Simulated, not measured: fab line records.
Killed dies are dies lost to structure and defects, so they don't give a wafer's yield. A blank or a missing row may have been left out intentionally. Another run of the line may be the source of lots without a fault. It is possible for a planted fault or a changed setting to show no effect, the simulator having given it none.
fab line records	flow n5_finfet
record: lots: 24	wafers: 72	last_day: 20
route steps=1938 shown BEOL_M10@1493 BEOL_M11@1538 BEOL_M12@1613
lots with no fault: from the same line, run without faults
start_h: start of the lot's first displayed wafer, in hours after the record's first day	wait_h: hours elapsed since this lot's preceding step	" as in the row above	L1.1+2: a single row standing in for several wafers	- either no value or no given start	* or withheld: withheld	< > ~ a bound
route shown NAME@n: names a module that has steps shown in the file, with the first one's number in the route	usual: mean/standard deviation of fault-free wafers	same: alike in all rows	chamber/n: place in a boat	sites: each site's reading	_std_site: how widely they spread, as a standard deviation	_edge_site: outer sites' mean less inner sites'	radius_mm: for every site, how far away it sits from the centre of the wafer	mask NAME#n: copy n	behind: the last tool/chamber to shape the wafer	hold: what put the lot on hold/how long, in hours/how the hold closed	device: the n, p or np transistor that did not switch	end of line: tests of these same wafers at the route's end	a step with no rows: only its recipe	killed: at the first sort, the dies lost to defects and structure; wafer yield is something else	map: a wafer's dies, x killed, . not, _ none there
set.NAME: the run value of the setting; set.NAME@STEP: its run value at that earlier step	model.NAME: the simulator's own value behind a step, which no gauge read
one table for each step of the route and one row for each wafer, over a sample of lots
== steps ==
step: N5_BEOL_M10_CD_MEAS_18
recipe: pitch_nm: 140	target_cd_nm: 70
usual: cd_nm: 70.1/0.48
lot.wafer	tool	chamber	start_h	wait_h	cd_nm
L075.1	cd_sem-02	-	248.26	0.0	69.9
L075.5	"	-	"	"	69.8
L075.6	"	-	"	"	69.9
L074.2	cd_sem-01	-	252.25	0.1	70.7
L074.3	"	-	"	"	70.1
L074.5	"	-	"	"	70.5
L077.4	cd_sem-02	-	271.40	0.1	69.9
L077.5	"	-	"	"	69.6
L077.6	"	-	"	"	70.0
L076.2	cd_sem-03	-	274.74	0.1	69.8
L076.3	"	-	"	"	69.5
L076.5	"	-	"	"	69.9
L078.1	cd_sem-03	-	274.96	0.0	70.2
L078.2	"	-	"	"	70.5
L078.6	"	-	"	"	70.3
L079.3	cd_sem-02	-	275.00	0.1	70.0
L079.5	"	-	"	"	69.8
L079.6	"	-	"	"	70.2
L081.2	cd_sem-02	-	283.88	0.1	69.5
L081.5	"	-	"	"	70.9
L081.6	"	-	"	"	70.3
L082.2	cd_sem-03	-	284.39	0.1	69.8
L082.4	"	-	"	"	69.2
L082.5	"	-	"	"	69.6
L080.3	cd_sem-01	-	292.51	0.1	70.3
L080.4	"	-	"	"	70.9
L080.6	"	-	"	"	70.5
L083.2	cd_sem-01	-	313.54	0.1	70.1
L083.5	"	-	"	"	70.3
L083.6	"	-	"	"	69.8
L084.1	cd_sem-03	-	316.65	0.0	69.0
L084.3	"	-	"	"	70.2
L084.4	"	-	"	"	69.9
L085.1	cd_sem-01	-	334.33	0.0	69.7
L085.2	"	-	"	"	69.7
L085.5	"	-	"	"	69.3
L086.2	cd_sem-01	-	334.62	0.1	69.5
L086.4	"	-	"	"	70.0
L086.6	"	-	"	"	70.1
L087.2	cd_sem-03	-	338.31	0.1	70.9
L087.5	"	-	"	"	70.5
L087.6	"	-	"	"	70.6
L088.1	cd_sem-02	-	360.07	0.0	70.4
L088.2	"	-	"	"	70.2
L088.4	"	-	"	"	69.9
L089.1	cd_sem-02	-	369.75	0.0	70.1
L089.2	"	-	"	"	70.2
L089.6	"	-	"	"	69.8
L090.2	cd_sem-02	-	388.69	0.1	69.7
L090.4	"	-	"	"	69.3
L090.6	"	-	"	"	68.9
L094.2	cd_sem-03	-	388.73	0.1	70.4
L094.3	"	-	"	"	70.1
L094.5	"	-	"	"	70.1
L092.3	cd_sem-01	-	399.43	0.1	71.4
L092.4	"	-	"	"	70.9
L092.5	"	-	"	"	69.9
L093.1	cd_sem-01	-	399.51	0.0	70.2
L093.2	"	-	"	"	70.7
L093.5	"	-	"	"	70.0
L091.2	cd_sem-01	-	399.58	0.1	69.8
L091.4	"	-	"	"	69.4
L091.6	"	-	"	"	69.1
L095.1	cd_sem-01	-	403.09	0.0	69.9
L095.4	"	-	"	"	70.3
L095.5	"	-	"	"	69.8
L097.1	cd_sem-02	-	406.82	0.1	70.6
L097.4	"	-	"	"	70.6
L097.6	"	-	"	"	70.4
L096.1	cd_sem-03	-	418.79	0.0	70.2
L096.4	"	-	"	"	70.1
L096.6	"	-	"	"	69.0
step: N5_BEOL_M10_RS_MEAS_57
recipe: thk_meas_gauge: four-point-probe	reads: Cu_of_BEOL_M10_ECD_50+Co_of_BEOL_M10_CVD_75+TaN_of_BEOL_M10_ALD_74
usual: M10_RS: 0.1531/0.0028
lot.wafer	tool	chamber	start_h	wait_h	M10_RS[ohm/sq]
L075.1	film_metro-02	-	260.51	0.1	0.1515
L075.5	"	-	"	"	0.1510
L075.6	"	-	"	"	0.1505
L074.2	film_metro-02	-	260.97	0.1	0.1525
L074.3	"	-	"	"	0.1567
L074.5	"	-	"	"	0.1561
L077.4	film_metro-02	-	279.39	0.0	0.1517
L077.5	"	-	"	"	0.1577
L077.6	"	-	"	"	0.1501
L079.3	film_metro-01	-	280.06	0.1	0.1506
L079.5	"	-	"	"	0.1499
L079.6	"	-	"	"	0.1525
L078.1	film_metro-01	-	280.32	0.1	0.1506
L078.2	"	-	"	"	0.1580
L078.6	"	-	"	"	0.1597
L076.2	film_metro-01	-	280.55	0.1	0.1500
L076.3	"	-	"	"	0.1494
L076.5	"	-	"	"	0.1500
L081.2	film_metro-01	-	288.38	0.1	0.1529
L081.5	"	-	"	"	0.1528
L081.6	"	-	"	"	0.1488
L082.2	film_metro-01	-	290.43	0.1	0.1546
L082.4	"	-	"	"	0.1527
L082.5	"	-	"	"	0.1575
L080.3	film_metro-01	-	299.14	0.1	0.1551
L080.4	"	-	"	"	0.1480
L080.6	"	-	"	"	0.1564
L083.2	film_metro-02	-	317.45	0.1	0.1580
L083.5	"	-	"	"	0.1579
L083.6	"	-	"	"	0.1533
L084.1	film_metro-02	-	321.74	0.1	0.1538
L084.3	"	-	"	"	0.1476
L084.4	"	-	"	"	0.1550
L085.1	film_metro-01	-	339.12	0.1	0.1533
L085.2	"	-	"	"	0.1578
L085.5	"	-	"	"	0.1528
L086.2	film_metro-01	-	341.36	0.1	0.1538
L086.4	"	-	"	"	0.1575
L086.6	"	-	"	"	0.1543
L087.2	film_metro-01	-	344.64	0.1	0.1530
L087.5	"	-	"	"	0.1529
L087.6	"	-	"	"	0.1525
L088.1	film_metro-01	-	367.35	0.1	0.1591
L088.2	"	-	"	"	0.1539
L088.4	"	-	"	"	0.1519
L089.1	film_metro-01	-	375.74	0.1	0.1514
L089.2	"	-	"	"	0.1532
L089.6	"	-	"	"	0.1542
L094.2	film_metro-01	-	394.90	0.1	0.1506
L094.3	"	-	"	"	0.1575
L094.5	"	-	"	"	0.1538
L090.2	film_metro-01	-	394.97	0.1	0.1491
L090.4	"	-	"	"	0.1499
L090.6	"	-	"	"	0.1525
L091.2	film_metro-01	-	404.84	0.1	0.1543
L091.4	"	-	"	"	0.1541
L091.6	"	-	"	"	0.1512
L093.1	film_metro-01	-	405.43	0.1	0.1545
L093.2	"	-	"	"	0.1524
L093.5	"	-	"	"	0.1532
L092.3	film_metro-01	-	405.70	0.1	0.1524
L092.4	"	-	"	"	0.1547
L092.5	"	-	"	"	0.1563
L095.1	film_metro-01	-	406.97	0.1	0.1524
L095.4	"	-	"	"	0.1535
L095.5	"	-	"	"	0.1542
L097.1	film_metro-01	-	413.64	0.1	0.1527
L097.4	"	-	"	"	0.1536
L097.6	"	-	"	"	0.1546
L096.1	film_metro-02	-	424.86	0.1	0.1544
L096.4	"	-	"	"	0.1539
L096.6	"	-	"	"	0.1522
step: N5_BEOL_M11_THK_MEAS_01
recipe: reads: SiCOH_lowk_of_BEOL_M11_ILD_DEP_00
usual: M11_ILD_THK: 268/3.4
lot.wafer	tool	chamber	start_h	wait_h	M11_ILD_THK[nm]
L075.1	film_metro-01	-	261.19	0.4	268
L075.5	"	-	"	"	274
L075.6	"	-	"	"	269
L074.2	film_metro-02	-	261.62	0.4	265
L074.3	"	-	"	"	266
L074.5	"	-	"	"	269
L077.4	film_metro-02	-	280.07	0.2	271
L077.5	"	-	"	"	272
L077.6	"	-	"	"	275
L079.3	film_metro-02	-	281.22	0.5	268
L079.5	"	-	"	"	269
L079.6	"	-	"	"	268
L076.2	film_metro-02	-	281.43	0.4	264
L076.3	"	-	"	"	268
L076.5	"	-	"	"	268
L078.1	film_metro-02	-	281.75	0.8	268
L078.2	"	-	"	"	268
L078.6	"	-	"	"	274
L081.2	film_metro-01	-	289.03	0.4	267
L081.5	"	-	"	"	269
L081.6	"	-	"	"	276
L082.2	film_metro-02	-	291.08	0.4	263
L082.4	"	-	"	"	268
L082.5	"	-	"	"	265
L080.3	film_metro-01	-	299.79	0.3	263
L080.4	"	-	"	"	270
L080.6	"	-	"	"	269
L083.2	film_metro-02	-	318.10	0.4	266
L083.5	"	-	"	"	268
L083.6	"	-	"	"	272
L084.1	film_metro-01	-	322.40	0.4	265
L084.3	"	-	"	"	267
L084.4	"	-	"	"	270
L085.1	film_metro-02	-	339.80	0.4	272
L085.2	"	-	"	"	269
L085.5	"	-	"	"	270
L086.2	film_metro-01	-	342.01	0.4	265
L086.4	"	-	"	"	268
L086.6	"	-	"	"	270
L087.2	film_metro-02	-	345.30	0.4	265
L087.5	"	-	"	"	271
L087.6	"	-	"	"	269
L088.1	film_metro-01	-	368.01	0.4	263
L088.2	"	-	"	"	264
L088.4	"	-	"	"	265
L089.1	film_metro-02	-	376.65	0.4	270
L089.2	"	-	"	"	266
L089.6	"	-	"	"	271
L094.2	film_metro-02	-	395.88	0.4	268
L094.3	"	-	"	"	272
L094.5	"	-	"	"	274
L090.2	film_metro-01	-	396.29	0.4	267
L090.4	"	-	"	"	269
L090.6	"	-	"	"	272
L091.2	film_metro-02	-	405.49	0.4	268
L091.4	"	-	"	"	271
L091.6	"	-	"	"	272
L093.1	film_metro-02	-	406.09	0.4	265
L093.2	"	-	"	"	265
L093.5	"	-	"	"	272
L092.3	film_metro-01	-	406.46	0.3	269
L092.4	"	-	"	"	270
L092.5	"	-	"	"	272
L095.1	film_metro-02	-	407.62	0.4	261
L095.4	"	-	"	"	269
L095.5	"	-	"	"	264
L097.1	film_metro-01	-	414.30	0.4	269
L097.4	"	-	"	"	271
L097.6	"	-	"	"	270
L096.1	film_metro-02	-	425.51	0.4	264
L096.4	"	-	"	"	268
L096.6	"	-	"	"	270
step: N5_BEOL_M11_CD_MEAS_28
recipe: target_cd_nm: 70	landing_energy_ev: 500	detector: se_inlens	polarity: opening
usual: cd_nm: 70.2/0.68
lot.wafer	tool	chamber	start_h	wait_h	cd_nm
L075.1	cd_sem-02	0	263.23	-	70.2
L075.5	"	0	"	"	70.5
L075.6	"	0	"	"	69.4
L074.2	cd_sem-02	0	266.76	-	71.4
L074.3	"	0	"	"	71.2
L074.5	"	0	"	"	70.3
L077.4	cd_sem-01	0	283.89	-	69.8
L077.5	"	0	"	"	70.3
L077.6	"	0	"	"	70.1
L078.1	cd_sem-02	0	286.13	-	69.5
L078.2	"	0	"	"	69.7
L078.6	"	0	"	"	70.4
L079.3	cd_sem-02	0	286.30	-	71.0
L079.5	"	0	"	"	70.5
L079.6	"	0	"	"	72.1
L076.2	cd_sem-03	0	286.47	-	70.9
L076.3	"	0	"	"	69.6
L076.5	"	0	"	"	70.7
L082.2	cd_sem-03	0	295.55	-	70.8
L082.4	"	0	"	"	70.7
L082.5	"	0	"	"	69.9
L081.2	cd_sem-02	0	295.72	-	69.5
L081.5	"	0	"	"	70.6
L081.6	"	0	"	"	70.3
L080.3	cd_sem-02	0	302.56	-	71.3
L080.4	"	0	"	"	70.0
L080.6	"	0	"	"	70.8
L083.2	cd_sem-01	0	321.85	-	69.5
L083.5	"	0	"	"	70.1
L083.6	"	0	"	"	69.4
L084.1	cd_sem-03	0	325.40	-	70.5
L084.3	"	0	"	"	70.7
L084.4	"	0	"	"	71.2
L085.1	cd_sem-01	0	343.00	-	69.9
L085.2	"	0	"	"	69.9
L085.5	"	0	"	"	70.4
L086.2	cd_sem-01	0	346.27	-	70.6
L086.4	"	0	"	"	71.3
L086.6	"	0	"	"	71.2
L087.2	cd_sem-02	0	350.49	-	70.6
L087.5	"	0	"	"	69.4
L087.6	"	0	"	"	69.4
L088.1	cd_sem-03	0	371.16	-	69.2
L088.2	"	0	"	"	69.8
L088.4	"	0	"	"	70.5
L089.1	cd_sem-02	0	379.62	-	70.7
L089.2	"	0	"	"	70.3
L089.6	"	0	"	"	70.4
L094.2	cd_sem-01	0	397.34	-	70.3
L094.3	"	0	"	"	69.9
L094.5	"	0	"	"	70.3
L090.2	cd_sem-02	0	401.33	-	70.3
L090.4	"	0	"	"	69.7
L090.6	"	0	"	"	70.0
L091.2	cd_sem-02	0	409.70	-	69.8
L091.4	"	0	"	"	69.5
L091.6	"	0	"	"	70.0
L093.1	cd_sem-03	0	409.86	-	70.0
L093.2	"	0	"	"	70.1
L093.5	"	0	"	"	70.2
L092.3	cd_sem-02	0	411.51	-	71.4
L092.4	"	0	"	"	70.2
L092.5	"	0	"	"	70.0
L095.1	cd_sem-03	0	413.46	-	70.2
L095.4	"	0	"	"	71.2
L095.5	"	0	"	"	70.0
L097.1	cd_sem-02	0	415.62	-	70.0
L097.4	"	0	"	"	70.9
L097.6	"	0	"	"	70.4
L096.1	cd_sem-02	0	430.86	-	70.3
L096.4	"	0	"	"	70.2
L096.6	"	0	"	"	70.6
step: N5_BEOL_M11_OVL_MEAS_29
recipe: points_per_wafer: 44
usual: V10_OVL: -0.2/0.75
lot.wafer	tool	chamber	start_h	wait_h	V10_OVL[nm]
L075.1	overlay-02	0	263.26	0.0	0.2
L075.5	"	0	"	"	0.3
L075.6	"	0	"	"	-0.8
L074.2	overlay-01	0	266.79	0.0	-0.8
L074.3	"	0	"	"	-1.0
L074.5	"	0	"	"	-1.6
L077.4	overlay-02	0	283.91	0.0	-0.4
L077.5	"	0	"	"	-0.8
L077.6	"	0	"	"	-0.8
L078.1	overlay-02	0	286.16	0.0	-1.4
L078.2	"	0	"	"	-1.1
L078.6	"	0	"	"	-0.3
L079.3	overlay-01	0	286.33	0.0	-1.5
L079.5	"	0	"	"	-1.0
L079.6	"	0	"	"	0.0
L076.2	overlay-02	0	286.50	0.0	0.4
L076.3	"	0	"	"	0.1
L076.5	"	0	"	"	0.3
L082.2	overlay-01	0	295.58	0.0	-0.3
L082.4	"	0	"	"	-0.5
L082.5	"	0	"	"	-1.5
L081.2	overlay-01	0	295.75	0.0	1.0
L081.5	"	0	"	"	-0.3
L081.6	"	0	"	"	-0.7
L080.3	overlay-02	0	302.59	0.0	0.7
L080.4	"	0	"	"	1.4
L080.6	"	0	"	"	0.8
L083.2	overlay-02	0	321.87	0.0	1.0
L083.5	"	0	"	"	1.2
L083.6	"	0	"	"	0.6
L084.1	overlay-02	0	325.43	0.0	0.4
L084.3	"	0	"	"	-1.1
L084.4	"	0	"	"	0.7
L085.1	overlay-02	0	343.03	0.0	-0.1
L085.2	"	0	"	"	0.3
L085.5	"	0	"	"	-0.3
L086.2	overlay-02	0	346.30	0.0	-1.1
L086.4	"	0	"	"	0.0
L086.6	"	0	"	"	0.6
L087.2	overlay-02	0	350.52	0.0	-0.5
L087.5	"	0	"	"	-0.8
L087.6	"	0	"	"	-1.7
L088.1	overlay-01	0	371.19	0.0	0.3
L088.2	"	0	"	"	-0.3
L088.4	"	0	"	"	-0.2
L089.1	overlay-01	0	379.65	0.0	-0.3
L089.2	"	0	"	"	0.3
L089.6	"	0	"	"	0.5
L094.2	overlay-01	0	397.37	0.0	1.2
L094.3	"	0	"	"	0.5
L094.5	"	0	"	"	1.0
L090.2	overlay-02	0	401.36	0.0	-1.6
L090.4	"	0	"	"	-1.0
L090.6	"	0	"	"	-0.3
L091.2	overlay-02	0	409.73	0.0	-0.4
L091.4	"	0	"	"	0.3
L091.6	"	0	"	"	-0.4
L093.1	overlay-01	0	409.90	0.0	-0.8
L093.2	"	0	"	"	-0.7
L093.5	"	0	"	"	-0.5
L092.3	overlay-01	0	411.54	0.0	0.3
L092.4	"	0	"	"	0.9
L092.5	"	0	"	"	0.0
L095.1	overlay-01	0	413.50	0.0	-0.4
L095.4	"	0	"	"	0.0
L095.5	"	0	"	"	0.1
L097.1	overlay-01	0	415.65	0.0	0.9
L097.4	"	0	"	"	0.3
L097.6	"	0	"	"	0.2
L096.1	overlay-01	0	430.89	0.0	-0.3
L096.4	"	0	"	"	-1.0
L096.6	"	0	"	"	0.0
step: N5_BEOL_M12_OVL_MEAS_11
recipe: points_per_wafer: 44
usual: V11_OVL: -3/5.5
lot.wafer	tool	chamber	start_h	wait_h	V11_OVL[nm]
L075.1	overlay-01	0	268.08	0.0	-11
L075.5	"	0	"	"	-15
L075.6	"	0	"	"	-9
L074.2	overlay-01	0	270.52	0.0	-12
L074.3	"	0	"	"	-10
L074.5	"	0	"	"	-6
L077.4	overlay-01	0	288.79	0.0	1
L077.5	"	0	"	"	-4
L077.6	"	0	"	"	-1
L078.1	overlay-02	0	291.51	0.0	-10
L078.2	"	0	"	"	2
L078.6	"	0	"	"	-2
L079.3	overlay-01	0	292.11	0.0	0
L079.5	"	0	"	"	0
L079.6	"	0	"	"	0
L076.2	overlay-01	0	292.34	0.0	-5
L076.3	"	0	"	"	0
L076.5	"	0	"	"	-6
L082.2	overlay-01	0	299.13	0.0	-3
L082.4	"	0	"	"	3
L082.5	"	0	"	"	-8
L081.2	overlay-02	0	299.94	0.0	-2
L081.5	"	0	"	"	-10
L081.6	"	0	"	"	2
L080.3	overlay-01	0	308.77	0.0	-3
L080.4	"	0	"	"	0
L080.6	"	0	"	"	-6
L083.2	overlay-01	0	325.87	0.0	9
L083.5	"	0	"	"	0
L083.6	"	0	"	"	8
L084.1	overlay-02	0	331.14	0.0	7
L084.3	"	0	"	"	4
L084.4	"	0	"	"	1
L085.1	overlay-02	0	349.07	0.0	5
L085.2	"	0	"	"	-3
L085.5	"	0	"	"	0
L086.2	overlay-01	0	352.84	0.0	3
L086.4	"	0	"	"	3
L086.6	"	0	"	"	-2
L087.2	overlay-02	0	356.61	0.0	-8
L087.5	"	0	"	"	-6
L087.6	"	0	"	"	-7
L088.1	overlay-02	0	376.83	0.0	-7
L088.2	"	0	"	"	-5
L088.4	"	0	"	"	-7
L089.1	overlay-02	0	384.55	0.0	-12
L089.2	"	0	"	"	-3
L089.6	"	0	"	"	-9
L094.2	overlay-01	0	400.84	0.0	-6
L094.3	"	0	"	"	0
L094.5	"	0	"	"	2
L090.2	overlay-01	0	405.77	0.0	-3
L090.4	"	0	"	"	-3
L090.6	"	0	"	"	-1
L091.2	overlay-02	0	414.62	0.0	8
L091.4	"	0	"	"	-4
L091.6	"	0	"	"	1
L093.1	overlay-01	0	415.33	0.0	-3
L093.2	"	0	"	"	-6
L093.5	"	0	"	"	4
L092.3	overlay-02	0	416.00	0.0	0
L092.4	"	0	"	"	-3
L092.5	"	0	"	"	-4
L095.1	overlay-01	0	418.21	0.0	5
L095.4	"	0	"	"	2
L095.5	"	0	"	"	0
L097.1	overlay-01	0	419.63	0.0	3
L097.4	"	0	"	"	5
L097.6	"	0	"	"	5
L096.1	overlay-01	0	437.80	0.0	-4
L096.4	"	0	"	"	-4
L096.6	"	0	"	"	-6
== key ==
fault none
